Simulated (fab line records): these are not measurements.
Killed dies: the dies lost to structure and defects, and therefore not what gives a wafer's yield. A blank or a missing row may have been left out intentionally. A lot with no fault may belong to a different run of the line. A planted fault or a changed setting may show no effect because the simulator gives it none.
fab line records	flow nand_harc	part 1 of 2: steps 1 to 25 of 32
record: lots: 5	wafers: 15	last_day: 24
route steps=1159 shown P_M1@300 P_M2@318
lots with no fault: from the same line, run without faults
start_h: start of the lot's first displayed wafer, in hours after the record's first day	wait_h: time in hours since the lot's previous step	" unchanged from the row above	L1.1+2: several wafers, shown together as one row	- no value, or no start given	* or withheld: withheld	< > ~ a bound
route shown NAME@n: a module of which the file shows steps, and the number in the route of the first	usual: mean and standard deviation over wafers with no fault	same: alike in all rows	chamber/n: place in a boat	sites: per-site readings	_std_site: their standard deviation	_edge_site: outer sites' mean less inner sites'	radius_mm: for every site, how far away it sits from the centre of the wafer	mask NAME#n: copy n	behind: the tool/chamber that last shaped the wafer	hold: the reason the lot was held/the length of the hold in hours/how it ended	device: names the non-switching transistor (n, p or np)	end of line: the tests these same wafers got at the end of their route	step lacking rows: just its recipe	killed: dies that structure and defects cost at the first sort, which is not the same as the wafer's yield	map: a wafer's dies, marking killed ones x, the rest . and places with no die _
set.NAME: the setting that was run; set.NAME@STEP: the one run at that earlier step	model.NAME: the simulator's own value behind a step, which no gauge read
lots at some steps of the route; a table a step, a row a wafer
services: from which hour (start_h, from the record's first day; less than 0 if before it) a tool's chamber was out of use, for how many hours, and why
== steps ==
step: NHARC_P_M1_ETCH_15
recipe: target_depth_a: 1825	time_s: 91.2	c4f8_flow_sccm: withheld	ar_flow_sccm: 400	rf_w: 600	bias_w: 300	chemistry: C4F8/Ar
usual: chamber_pressure_mTorr: 24.999/0.021	oes_product_au: 0.951/0.026	rf_vpp_V: 441/3
lot.wafer	tool	chamber	start_h	wait_h	chamber_pressure_mTorr	oes_product_au	rf_hours_counter_h	rf_vpp_V
L077.1	rie_diel-02	1	-	-	24.975	0.977	9	437
L077.5	"	0	"	"	25.008	0.968	-	443
L077.6	"	1	"	"	25.029	0.975	-	437
L080.4	rie_diel-12	3	-	-	24.982	0.933	3	446
L080.6	"	1	"	"	24.947	0.927	-	440
L080.5	"	2	"	"	25.026	0.926	-	440
L092.3	rie_diel-12	3	-	-	25.023	0.972	0	445
L092.1	"	0	"	"	25.022	0.985	0	443
L092.2	"	1	"	"	24.982	0.967	0	439
L094.4	rie_diel-05	1	-	-	24.995	0.984	5	438
L094.6	"	0	"	"	25.008	0.967	-	442
L094.5	"	1	"	"	24.970	0.982	-	437
L095.1	rie_diel-02	3	-	-	24.998	0.918	8	444
L095.3	"	2	"	"	25.010	0.920	5	441
L095.5	"	3	"	"	24.991	0.923	-	446
step: NHARC_P_M1_CD_MEAS_16
usual: cd_nm: 129.5/1.2
lot.wafer	tool	chamber	start_h	wait_h	cd_nm
L077.1	cd_sem-01	-	137.84	-	131.6
L077.5	"	-	"	"	129.1
L077.6	"	-	"	"	129.9
L080.4	cd_sem-01	-	157.59	-	128.8
L080.5	"	-	"	"	128.0
L080.6	"	-	"	"	128.9
L092.1	cd_sem-02	-	231.22	-	127.9
L092.2	"	-	"	"	129.5
L092.3	"	-	"	"	127.4
L094.4	cd_sem-03	-	231.94	-	129.1
L094.5	"	-	"	"	129.8
L094.6	"	-	"	"	128.9
L095.1	cd_sem-01	-	245.50	-	131.0
L095.3	"	-	"	"	128.0
L095.5	"	-	"	"	129.5
step: NHARC_P_M1_STRIP_18
recipe: power_w: 1000	n2_flow_sccm: 150	h2_flow_sccm: 150	ar_flow_sccm: 0	bias_w: 0	chemistry: N2/H2
usual: chamber_pressure_mTorr: 30.002/0.026	drypump_motor_current_A: 5.7/0.39	h2_flow_sccm: 150.0/0.47	oes_product_au: 0.997/0.012	rf_vpp_V: 90.8/1.1	showerhead_plenum_p_Torr: 2.04/0.11	throttle_valve_pct: 14.170/0.0085
lot.wafer	tool	chamber	start_h	wait_h	chamber_pressure_mTorr	drypump_motor_current_A	h2_flow_sccm	oes_product_au	rf_hours_counter_h	rf_vpp_V	showerhead_plenum_p_Torr	throttle_valve_pct
L077.1	rie_diel-05	0	137.99	0.1	30.014	5.2	149.3	0.974	11	89.9	2.10	14.157
L077.6	"	1	"	"	30.039	5.7	150.3	1.012	-	90.8	1.91	14.160
L077.5	"	2	"	"	30.010	5.5	149.6	0.990	-	90.5	2.15	14.164
L080.4	rie_diel-05	3	157.73	0.1	29.994	6.1	150.0	0.994	15	89.3	1.94	14.184
L080.6	"	0	"	"	29.948	5.2	150.1	0.983	-	89.5	2.10	14.186
L080.5	"	1	"	"	30.035	5.7	149.6	1.019	-	91.8	1.91	14.167
L092.1	rie_diel-02	1	231.29	0.1	29.982	5.6	150.5	1.002	8	88.1	1.90	14.168
L092.2	"	2	"	"	30.009	6.3	149.6	0.995	4	91.5	2.04	14.177
L092.3	"	3	"	"	30.046	5.8	149.3	0.989	8	92.6	2.18	14.176
L094.4	rie_diel-12	3	232.02	0.1	30.019	5.6	149.7	0.997	0	93.0	2.20	14.157
L094.5	"	3	"	"	29.993	5.6	149.7	1.004	-	91.9	2.20	14.178
L094.6	"	0	"	"	30.018	5.0	149.6	1.005	-	90.3	2.11	14.163
L095.3	rie_diel-05	3	245.63	0.1	29.986	6.1	150.7	0.993	6	90.4	1.94	14.171
L095.1	"	0	"	"	30.065	5.2	148.8	0.991	5	91.0	2.10	14.168
L095.5	"	2	"	"	29.982	5.5	149.6	1.006	-	91.6	2.15	14.169
step: NHARC_P_M1_ETCH_28
recipe: target_depth_a: 300	over_etch_frac: 0.3	time_s: 72.99	ion_energy_ev: 150	cf4_flow_sccm: 50	n2_flow_sccm: 100	ar_flow_sccm: 150	rf_w: 300	bias_w: 100	chemistry: CF4/N2
usual: chamber_pressure_mTorr: 30.003/0.027	drypump_motor_current_A: 5.7/0.38	oes_product_au: 0.997/0.011	rf_vpp_V: 313.8/2.3	showerhead_plenum_p_Torr: 2.62/0.13	throttle_valve_pct: 19.794/0.009
lot.wafer	tool	chamber	start_h	wait_h	chamber_pressure_mTorr	drypump_motor_current_A	oes_product_au	rf_hours_counter_h	rf_vpp_V	showerhead_plenum_p_Torr	throttle_valve_pct
L077.1	rie_diel-05	3	-	-	30.028	6.1	0.978	12	311.1	2.51	19.778
L077.6	"	0	"	"	29.994	5.2	0.980	-	315.5	2.70	19.806
L077.5	"	1	"	"	30.052	5.6	0.996	-	311.3	2.48	19.786
L080.4	rie_diel-05	0	-	-	29.994	5.2	0.986	13	316.5	2.70	19.783
L080.6	"	1	"	"	30.047	5.7	1.007	-	311.9	2.48	19.798
L080.5	"	2	"	"	30.009	5.5	0.977	-	316.2	2.76	19.795
L092.1	rie_diel-02	1	-	-	30.027	5.6	1.001	8	311.0	2.46	19.792
L092.3	"	2	"	"	29.962	6.3	1.002	4	314.0	2.62	19.801
L092.2	"	3	"	"	30.027	5.8	0.989	8	316.6	2.79	19.801
L094.4	rie_diel-12	0	-	-	30.032	5.0	1.005	0	314.9	2.71	19.799
L094.6	"	1	"	"	30.013	5.2	1.013	-	313.7	2.56	19.786
L094.5	"	2	"	"	30.015	6.4	1.010	-	312.1	2.58	19.807
L095.3	rie_diel-05	1	-	-	29.994	5.7	1.000	6	311.7	2.47	19.789
L095.1	"	0	"	"	29.990	5.2	0.990	5	315.1	2.70	19.800
L095.5	"	2	"	"	29.992	5.5	1.001	-	316.2	2.75	19.812
step: NHARC_P_M1_STRIP_19
recipe: time_s: 600	temp_c: 30	chemistry: post_etch_residue_remover
usual: bath_heat_duty_pct: 13.2/1.6
lot.wafer	tool	chamber	start_h	wait_h	bath_heat_duty_pct
L077.6	wet_bench-08	6	138.29	-	14.3
L077.5	"	2	"	"	12.0
L077.1	"	3	"	"	14.3
L080.5	wet_bench-10	0	158.04	-	16.8
L080.6	"	2	"	"	11.5
L080.4	"	4	"	"	11.2
L092.3	wet_bench-10	7	231.73	-	14.0
L092.2	"	1	"	"	15.5
L092.1	"	3	"	"	11.9
L094.6	wet_bench-10	4	232.39	-	10.7
L094.5	"	6	"	"	12.6
L094.4	"	7	"	"	12.4
L095.1	wet_bench-08	0	246.36	-	12.6
L095.5	"	4	"	"	12.5
L095.3	"	5	"	"	15.6
step: NHARC_P_M1_DEGAS_29
recipe: temp_c: 250	time_s: 60
usual: heater_power_w: 333/39
lot.wafer	tool	chamber	start_h	wait_h	heater_power_w
L077.1	pvd_sputter-01	-	138.56	-	389
L077.6	"	-	"	"	390
L077.5	"	-	"	"	355
L080.4	pvd_sputter-03	-	158.31	-	360
L080.5	"	-	"	"	321
L080.6	"	-	"	"	305
L092.2	pvd_sputter-03	-	232.01	-	357
L092.3	"	-	"	"	328
L092.1	"	-	"	"	306
L094.4	pvd_sputter-01	-	232.66	-	363
L094.5	"	-	"	"	370
L094.6	"	-	"	"	270
L095.3	pvd_sputter-01	-	246.64	-	345
L095.1	"	-	"	"	382
L095.5	"	-	"	"	346
step: NHARC_P_M1_PRE_CLEAN_30
recipe: time_s: 30	temp_c: 280	gas: H2/He
usual: heater_power_w: 410/50
lot.wafer	tool	chamber	start_h	wait_h	heater_power_w
L077.1	pvd_sputter-01	-	-	-	333
L077.5	"	-	"	"	451
L077.6	"	-	"	"	330
L080.4	pvd_sputter-03	-	-	-	443
L080.5	"	-	"	"	476
L080.6	"	-	"	"	408
L092.2	pvd_sputter-03	-	-	-	440
L092.3	"	-	"	"	494
L092.1	"	-	"	"	363
L094.4	pvd_sputter-01	-	-	-	459
L094.5	"	-	"	"	479
L094.6	"	-	"	"	436
L095.3	pvd_sputter-01	-	-	-	474
L095.1	"	-	"	"	345
L095.5	"	-	"	"	459
step: NHARC_P_M1_PVD_20
recipe: target_thk_a: 50	bias_v: 168.6	power_w: 15000	chamber_pressure_pa: 0.12	time_s: 8.06	substrate_temp_c: 50	material: TaN
usual: substrate_temp_c: 49.99/0.12	throttle_valve_pct: 30.0/0.75
lot.wafer	tool	chamber	start_h	wait_h	substrate_temp_c	throttle_valve_pct
L077.1	pvd_sputter-01	-	-	-	50.07	30.0
L077.6	"	-	"	"	49.75	29.4
L077.5	"	-	"	"	49.90	29.8
L080.4	pvd_sputter-03	-	-	-	50.04	29.4
L080.6	"	-	"	"	49.98	31.1
L080.5	"	-	"	"	49.94	29.9
L092.1	pvd_sputter-03	-	-	-	49.75	29.8
L092.3	"	-	"	"	49.94	29.5
L092.2	"	-	"	"	50.12	31.0
L094.4	pvd_sputter-01	-	-	-	50.13	29.5
L094.5	"	-	"	"	50.07	29.9
L094.6	"	-	"	"	50.09	31.5
L095.3	pvd_sputter-01	-	-	-	49.84	31.2
L095.1	"	-	"	"	49.97	30.3
L095.5	"	-	"	"	49.92	31.2
step: NHARC_P_M1_PVD_21
recipe: target_thk_a: 300	chamber_pressure_pa: 5	power_w: 5000	substrate_temp_c: 30	time_s: 20.49	material: Cu
usual: substrate_temp_c: 30.02/0.11	throttle_valve_pct: 30.0/0.75
lot.wafer	tool	chamber	start_h	wait_h	substrate_temp_c	throttle_valve_pct
L077.1	pvd_sputter-01	-	-	-	29.95	29.9
L077.6	"	-	"	"	30.02	29.8
L077.5	"	-	"	"	29.81	29.7
L080.4	pvd_sputter-03	-	-	-	29.81	29.5
L080.6	"	-	"	"	29.89	29.6
L080.5	"	-	"	"	30.10	29.3
L092.2	pvd_sputter-03	-	-	-	30.25	29.5
L092.3	"	-	"	"	29.73	29.5
L092.1	"	-	"	"	30.12	29.8
L094.4	pvd_sputter-01	-	-	-	30.10	30.0
L094.6	"	-	"	"	30.20	29.6
L094.5	"	-	"	"	30.09	31.5
L095.1	pvd_sputter-01	-	-	-	29.90	29.6
L095.3	"	-	"	"	30.24	31.3
L095.5	"	-	"	"	30.19	31.5
step: NHARC_P_M1_ECD_22
recipe: target_thk_a: 4000	bath_temp_c: 25	material: Cu
usual: bath_heat_duty_pct: 6.2/0.62
lot.wafer	tool	chamber	start_h	wait_h	bath_heat_duty_pct
L077.1	ecd_cu-02	0	138.92	-	6.4
L077.5	"	0	"	"	5.8
L077.6	"	1	"	"	5.3
L080.4	ecd_cu-02	1	158.81	-	6.5
L080.6	"	0	"	"	6.6
L080.5	"	1	"	"	6.9
L092.1	ecd_cu-01	1	232.37	-	6.6
L092.2	"	0	"	"	6.2
L092.3	"	1	"	"	7.0
L094.4	ecd_cu-02	0	233.12	-	6.5
L094.6	"	0	"	"	6.1
L094.5	"	1	"	"	5.3
L095.1	ecd_cu-01	1	247.04	-	5.6
L095.3	"	1	"	"	7.0
L095.5	"	0	"	"	6.3
step: NHARC_P_M1_ANNEAL_31
recipe: temp_c: 225	time_s: 90
usual: wafer_temp_C_max: 226.0/0.3
lot.wafer	tool	chamber	start_h	wait_h	wafer_temp_C_max
L077.1	rtp_anneal-01	0	139.30	-	226.2
L077.5	"	0	"	"	226.3
L077.6	"	0	"	"	226.3
L080.4	rtp_anneal-01	0	159.19	-	226.0
L080.5	"	0	"	"	226.5
L080.6	"	0	"	"	226.2
L092.1	rtp_anneal-01	0	232.75	-	225.9
L092.2	"	0	"	"	226.2
L092.3	"	0	"	"	226.1
L094.4	rtp_anneal-01	0	233.55	-	226.0
L094.5	"	0	"	"	225.9
L094.6	"	0	"	"	226.4
L095.1	rtp_anneal-02	0	247.39	0.3	225.8
L095.3	"	0	"	"	226.0
L095.5	"	0	"	"	225.5
step: NHARC_P_M1_CMP_23
recipe: t_overpolish_s: 20	target_thk_nm: 157.82
usual: motor_current_A: 12.4/1.3	time_to_endpoint_s: 29/3.5
lot.wafer	tool	chamber	start_h	wait_h	motor_current_A	time_to_endpoint_s
L077.1	cmp-01	2	139.67	-	11.8	32
L077.5	"	1	"	"	10.9	33
L077.6	"	2	"	"	10.7	33
L080.4	cmp-04	1	159.41	-	13.6	33
L080.6	"	0	"	"	11.8	33
L080.5	"	1	"	"	13.7	30
L092.1	cmp-04	3	233.09	-	13.0	25
L092.2	"	1	"	"	13.9	33
L092.3	"	2	"	"	9.4	27
L094.4	cmp-04	1	233.77	-	13.8	29
L094.5	"	0	"	"	11.8	27
L094.6	"	1	"	"	13.8	30
L095.1	cmp-03	1	247.76	-	11.6	31
L095.3	"	3	"	"	12.9	28
L095.5	"	1	"	"	12.2	30
step: NHARC_P_M1_THK_MEAS_24
recipe: thk_meas_gauge: xrf
usual: thk_nm: 157.8/1.8
lot.wafer	tool	chamber	start_h	wait_h	thk_nm
L077.1	film_metro-02	-	139.96	-	158.5
L077.5	"	-	"	"	160.7
L077.6	"	-	"	"	160.0
L080.4	film_metro-02	-	159.70	-	159.1
L080.5	"	-	"	"	159.0
L080.6	"	-	"	"	156.6
L092.1	film_metro-02	-	233.41	-	153.7
L092.2	"	-	"	"	159.8
L092.3	"	-	"	"	155.9
L094.4	film_metro-01	-	234.06	-	159.5
L094.5	"	-	"	"	159.1
L094.6	"	-	"	"	156.9
L095.1	film_metro-01	-	248.05	-	159.4
L095.3	"	-	"	"	157.3
L095.5	"	-	"	"	160.1
step: NHARC_P_M1_SRD_25
lot.wafer	tool	chamber	start_h	wait_h
L077.5+6+1	wet_bench-10	1,2,3	140.00	0.0
L080.4+5+6	wet_bench-08	7,1,3	159.74	0.0
L092.3+2+1	wet_bench-10	5,6,0	233.45	0.0
L094.6+4+5	wet_bench-10	0,3,5	234.09	0.0
L095.3+5+1	wet_bench-08	7,1,2	248.09	0.0
step: NHARC_P_M1_INSPECT_27
usual: raw_defect_count: 335/130
lot.wafer	tool	chamber	start_h	wait_h	raw_defect_count
L077.1	defect_inspect-01	-	140.13	0.0	422
L077.5	"	-	"	"	377
L077.6	"	-	"	"	365
L080.4	defect_inspect-01	-	159.86	0.0	553
L080.5	"	-	"	"	296
L080.6	"	-	"	"	459
L092.1	defect_inspect-02	-	233.56	0.0	279
L092.2	"	-	"	"	221
L092.3	"	-	"	"	291
L094.4	defect_inspect-01	-	234.22	0.0	202
L094.5	"	-	"	"	305
L094.6	"	-	"	"	347
L095.1	defect_inspect-01	-	248.20	0.0	508
L095.3	"	-	"	"	464
L095.5	"	-	"	"	625
step: NHARC_P_M1_PRE_CLEAN_32
recipe: time_s: 12	temp_c: 370	rf_power_w: 300	gas: NH3
usual: heater_power_w: 619/69
lot.wafer	tool	chamber	start_h	wait_h	heater_power_w
L077.1	pecvd-04	0	140.22	0.1	689
L077.6	"	1	"	"	634
L077.5	"	2	"	"	661
L080.6	pecvd-04	2	159.96	0.1	675
L080.5	"	0	"	"	719
L080.4	"	1	"	"	666
L092.3	pecvd-04	0	233.63	0.1	647
L092.2	"	1	"	"	616
L092.1	"	2	"	"	653
L094.5	pecvd-02	2	234.32	0.1	637
L094.6	"	0	"	"	502
L094.4	"	1	"	"	659
L095.3	pecvd-02	2	248.28	0.1	573
L095.1	"	0	"	"	462
L095.5	"	2	"	"	577
step: NHARC_P_M1_DEP_33
recipe: target_thk_a: 300	temp_c: 370	target_thk_nm: 30	pressure_torr: 3	flow_sccm: 200	rf_w: 450	material: SiCN
usual: heater_power_w: 568/66
lot.wafer	tool	chamber	start_h	wait_h	heater_power_w
L077.1	pecvd-04	0	140.36	0.1	596
L077.6	"	1	"	"	519
L077.5	"	2	"	"	655
L080.6	pecvd-04	2	160.13	0.2	644
L080.5	"	0	"	"	636
L080.4	"	1	"	"	530
L092.3	pecvd-04	0	233.71	0.1	654
L092.2	"	1	"	"	536
L092.1	"	2	"	"	635
L094.5	pecvd-02	2	234.49	0.2	586
L094.6	"	0	"	"	491
L094.4	"	1	"	"	539
L095.3	pecvd-02	2	248.39	0.1	570
L095.1	"	0	"	"	434
L095.5	"	2	"	"	571
step: NHARC_P_M2_DEP_00
recipe: target_thk_a: 1825	target_thk_nm: 182.5	temp_c: withheld	pressure_torr: 5	flow_sccm: 200	rf_w: 600	material: SiOC
lot.wafer	tool	chamber	start_h	wait_h
L077.1+6+5	pecvd-01	2,0,2	140.78	-
L080.6+5+4	pecvd-01	2,0,1	160.56	-
L092.1+3+2	pecvd-01	0,1,2	234.12	-
L094.6+5+4	pecvd-01	1,2,0	234.91	-
L095.3+1+5	pecvd-02	1,0,2	-	-
step: NHARC_P_M2_DEHYDRATE_01
recipe: temp_c: 150	time_s: 120
usual: resist_line_temp_C: 23.02/0.11
lot.wafer	tool	chamber	start_h	wait_h	resist_line_temp_C
L077.1	litho_track-01	0	141.10	-	23.05
L077.5	"	0	"	"	22.96
L077.6	"	0	"	"	22.93
L080.4	litho_track-01	0	160.83	-	23.05
L080.5	"	0	"	"	23.12
L080.6	"	0	"	"	23.05
L092.1	litho_track-01	0	234.53	-	22.94
L092.2	"	0	"	"	22.74
L092.3	"	0	"	"	22.86
L094.4	litho_track-01	0	235.18	-	23.04
L094.5	"	0	"	"	23.25
L094.6	"	0	"	"	23.06
L095.1	litho_track-01	0	249.15	-	22.91
L095.3	"	0	"	"	23.15
L095.5	"	0	"	"	23.14
step: NHARC_P_M2_HMDS_02
recipe: time_s: 30
usual: resist_line_temp_C: 23.02/0.1
lot.wafer	tool	chamber	start_h	wait_h	resist_line_temp_C
L077.1	litho_track-01	0	-	-	23.09
L077.5	"	0	"	"	22.94
L077.6	"	0	"	"	23.06
L080.4	litho_track-01	0	-	-	23.31
L080.5	"	0	"	"	23.34
L080.6	"	0	"	"	23.16
L092.1	litho_track-01	0	-	-	22.99
L092.2	"	0	"	"	22.93
L092.3	"	0	"	"	23.01
L094.4	litho_track-01	0	-	-	23.02
L094.5	"	0	"	"	22.92
L094.6	"	0	"	"	23.10
L095.1	litho_track-01	0	-	-	23.05
L095.3	"	0	"	"	23.03
L095.5	"	0	"	"	23.06
step: NHARC_P_M2_COAT_34
recipe: temp_c: 200	time_s: 65
usual: resist_line_temp_C: 23.01/0.12
lot.wafer	tool	chamber	start_h	wait_h	resist_line_temp_C
L077.1	litho_track-01	0	-	-	22.97
L077.5	"	0	"	"	23.15
L077.6	"	0	"	"	22.68
L080.4	litho_track-01	0	-	-	22.89
L080.5	"	0	"	"	22.95
L080.6	"	0	"	"	23.05
L092.1	litho_track-01	0	-	-	23.23
L092.2	"	0	"	"	23.24
L092.3	"	0	"	"	23.08
L094.4	litho_track-01	0	-	-	22.96
L094.5	"	0	"	"	23.06
L094.6	"	0	"	"	22.89
L095.1	litho_track-01	0	-	-	23.04
L095.3	"	0	"	"	23.07
L095.5	"	0	"	"	23.22
step: NHARC_P_M2_COAT_03
recipe: spin_rpm: 1500	resist_thk_nm: 90
usual: resist_line_temp_C: 22.99/0.12
lot.wafer	tool	chamber	start_h	wait_h	resist_line_temp_C
L077.1	litho_track-01	0	-	-	23.04
L077.5	"	0	"	"	22.96
L077.6	"	0	"	"	23.02
L080.4	litho_track-01	0	-	-	22.93
L080.5	"	0	"	"	22.97
L080.6	"	0	"	"	22.86
L092.1	litho_track-01	0	-	-	22.98
L092.2	"	0	"	"	22.98
L092.3	"	0	"	"	22.99
L094.4	litho_track-01	0	-	-	23.18
L094.5	"	0	"	"	23.09
L094.6	"	0	"	"	23.15
L095.1	litho_track-01	0	-	-	23.14
L095.3	"	0	"	"	22.97
L095.5	"	0	"	"	22.87
step: NHARC_P_M2_SOFTBAKE_04
recipe: temp_c: 105	time_s: 55
usual: resist_line_temp_C: 22.99/0.098
lot.wafer	tool	chamber	start_h	wait_h	resist_line_temp_C
L077.1	litho_track-01	0	-	-	22.89
L077.5	"	0	"	"	22.86
L077.6	"	0	"	"	22.96
L080.4	litho_track-01	0	-	-	22.97
L080.5	"	0	"	"	22.86
L080.6	"	0	"	"	22.80
L092.1	litho_track-01	0	-	-	23.07
L092.2	"	0	"	"	23.01
L092.3	"	0	"	"	23.10
L094.4	litho_track-01	0	-	-	22.91
L094.5	"	0	"	"	22.94
L094.6	"	0	"	"	23.01
L095.1	litho_track-01	0	-	-	22.92
L095.3	"	0	"	"	22.95
L095.5	"	0	"	"	22.95
step: NHARC_P_M2_EBR_05
usual: resist_line_temp_C: 23.01/0.11
lot.wafer	tool	chamber	start_h	wait_h	resist_line_temp_C
L077.1	litho_track-01	0	-	-	23.09
L077.5	"	0	"	"	23.15
L077.6	"	0	"	"	23.01
L080.4	litho_track-01	0	-	-	22.87
L080.5	"	0	"	"	22.92
L080.6	"	0	"	"	22.86
L092.1	litho_track-01	0	-	-	22.91
L092.2	"	0	"	"	22.89
L092.3	"	0	"	"	23.00
L094.4	litho_track-01	0	-	-	23.01
L094.5	"	0	"	"	22.96
L094.6	"	0	"	"	22.93
L095.1	litho_track-01	0	-	-	23.19
L095.3	"	0	"	"	23.10
L095.5	"	0	"	"	23.13
step: NHARC_P_M2_EXPOSE_06
recipe: na: 1.35	target_cd_nm: 170	dose_mj: 80.78	mask_id: P_M2
lot.wafer	tool	chamber	start_h	wait_h	mask
L077.1+5+6	arfi_scanner-02	0	141.39	-	P_M2#0
L080.4+5+6	arfi_scanner-02	0	161.13	-	P_M2#0
L092.1+2+3	arfi_scanner-03	0	234.82	-	P_M2#0
L094.4+5+6	arfi_scanner-02	0	235.48	-	P_M2#0
L095.1+3+5	arfi_scanner-03	0	249.43	-	P_M2#0
